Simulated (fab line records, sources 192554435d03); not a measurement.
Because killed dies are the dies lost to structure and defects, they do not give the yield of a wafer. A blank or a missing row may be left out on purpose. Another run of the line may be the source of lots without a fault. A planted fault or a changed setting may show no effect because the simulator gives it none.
Split-lot trial + flow n5-finfet + 39 wafers read from 7 lots, route of 1938 steps

== ON THE SPLIT ==
At N5_ZERO_LAYER_PECVD_02 (deposits SiO2 from SiH4/N2O, target thk 10 nm, time 6 s), the setting time-s was moved away from the recipe's 6 s on 15 of the 39 wafers read, by -29.2% to +53.4%. The other wafers ran this setting at the recipe's value.

Reading taken at the split's own step.

== THE READING ==
SiO2_of_ZERO_LAYER_PECVD_02.thk-nm (the simulator's own value, which no gauge read), in nm, at N5_ZERO_LAYER_PECVD_02 (deposits SiO2 from SiH4/N2O, target thk 10 nm, time 6 s). There is no usual value for it anywhere in the file. Here, 24 wafers ran the recipe; their average is 9.998 nm with a standard deviation of 0.18 nm.

| wafer  | tool, chamber at the split | time-s as run, s | against the recipe | SiO2_of_ZERO_LAYER_PECVD_02.thk-nm, nm | against lot-mates on the recipe |
|--------|----------------------------|------------------|--------------------|----------------------------------------|---------------------------------|
| L076.1 | pecvd-01, 1                | 8.513            | +41.9%             | 14.21                                  | +4.130                          |
| L076.2 | pecvd-01, 2                | 6                | recipe             | 9.95                                   | -                               |
| L076.3 | pecvd-01, 0                | 6                | recipe             | 9.999                                  | -                               |
| L076.4 | pecvd-01, 0                | 6                | recipe             | 10.29                                  | -                               |
| L076.5 | pecvd-01, 2                | 8.513            | +41.9%             | 14.17                                  | +4.090                          |
| L076.6 | pecvd-01, 1                | 8.513            | +41.9%             | 14.29                                  | +4.210                          |
| L083.1 | pecvd-02, 1                | 9.203            | +53.4%             | 15.44                                  | +5.432                          |
| L083.2 | pecvd-02, 0                | 9.203            | +53.4%             | 15.06                                  | +5.052                          |
| L083.3 | pecvd-02, 2                | 9.203            | +53.4%             | 15.04                                  | +5.032                          |
| L083.4 | pecvd-02, 2                | 6                | recipe             | 9.81                                   | -                               |
| L083.5 | pecvd-02, 0                | 6                | recipe             | 9.985                                  | -                               |
| L083.6 | pecvd-02, 1                | 6                | recipe             | 10.23                                  | -                               |
| L084.1 | pecvd-02, 2                | 6                | recipe             | 9.632                                  | -                               |
| L084.2 | pecvd-02, 0                | 6                | recipe             | 9.729                                  | -                               |
| L084.3 | pecvd-02, 1                | 6                | recipe             | 10.01                                  | -                               |
| L084.4 | pecvd-02, 0                | 6                | recipe             | 9.719                                  | -                               |
| L084.5 | pecvd-02, 1                | 6                | recipe             | 10.17                                  | -                               |
| L084.6 | pecvd-02, 2                | 6                | recipe             | 9.937                                  | -                               |
| L085.2 | pecvd-04, 1                | 6                | recipe             | 10.07                                  | -                               |
| L085.4 | pecvd-04, 1                | 6                | recipe             | 10.12                                  | -                               |
| L085.5 | pecvd-04, 2                | 6                | recipe             | 10.28                                  | -                               |
| L088.1 | pecvd-01, 2                | 6                | recipe             | 9.959                                  | -                               |
| L088.2 | pecvd-01, 1                | 6                | recipe             | 9.892                                  | -                               |
| L088.3 | pecvd-01, 0                | 8.94             | +49.0%             | 15.1                                   | +5.086                          |
| L088.4 | pecvd-01, 2                | 6                | recipe             | 10.19                                  | -                               |
| L088.5 | pecvd-01, 0                | 8.94             | +49.0%             | 15.29                                  | +5.276                          |
| L088.6 | pecvd-01, 1                | 8.94             | +49.0%             | 15.09                                  | +5.076                          |
| L091.1 | pecvd-04, 2                | 6                | recipe             | 9.836                                  | -                               |
| L091.2 | pecvd-04, 0                | 6                | recipe             | 9.983                                  | -                               |
| L091.3 | pecvd-04, 0                | 6                | recipe             | 10.05                                  | -                               |
| L091.4 | pecvd-04, 2                | 7.118            | +18.6%             | 12.13                                  | +2.174                          |
| L091.5 | pecvd-04, 2                | 7.118            | +18.6%             | 12.01                                  | +2.054                          |
| L091.6 | pecvd-04, 0                | 7.118            | +18.6%             | 11.87                                  | +1.914                          |
| L097.1 | pecvd-02, 1                | 6                | recipe             | 10.24                                  | -                               |
| L097.2 | pecvd-02, 0                | 6                | recipe             | 9.843                                  | -                               |
| L097.3 | pecvd-02, 2                | 4.246            | -29.2%             | 7.047                                  | -2.987                          |
| L097.4 | pecvd-02, 2                | 6                | recipe             | 10.02                                  | -                               |
| L097.5 | pecvd-02, 1                | 4.246            | -29.2%             | 7.277                                  | -2.757                          |
| L097.6 | pecvd-02, 0                | 4.246            | -29.2%             | 7.161                                  | -2.873                          |

THE FIT
A straight line over all 39 wafers: SiO2_of_ZERO_LAYER_PECVD_02.thk-nm changes by +0.1 nm for each +1% of time-s; r = +1.00; the points scatter about the line by 0.19 nm.
The same after taking each lot's own level away (the mean of its wafers on the recipe; 39 wafers): +0.1 nm for each +1%; r = +1.00; scatter 0.17 nm.
The reading moves by 5.3 nm for the largest change in time-s, on that fit.
From 9.8662 to 10.1567 nm: that is the span of the lots' own levels, equal to 1.6 times the standard deviation above.
Hence the lot-to-lot level has little effect on the slope; both slopes agree.
Check: for one of the wafers moved furthest among these (+53.4%), held out of the fit, the line's prediction against its lot-mates is +5.35 nm. Against them it came out at +5.43 nm.

== THE FILE'S OWN FIT ==
SiO2_of_ZERO_LAYER_PECVD_02.thk-nm changes by +0.1 nm for each +1% of time-s, r = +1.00.
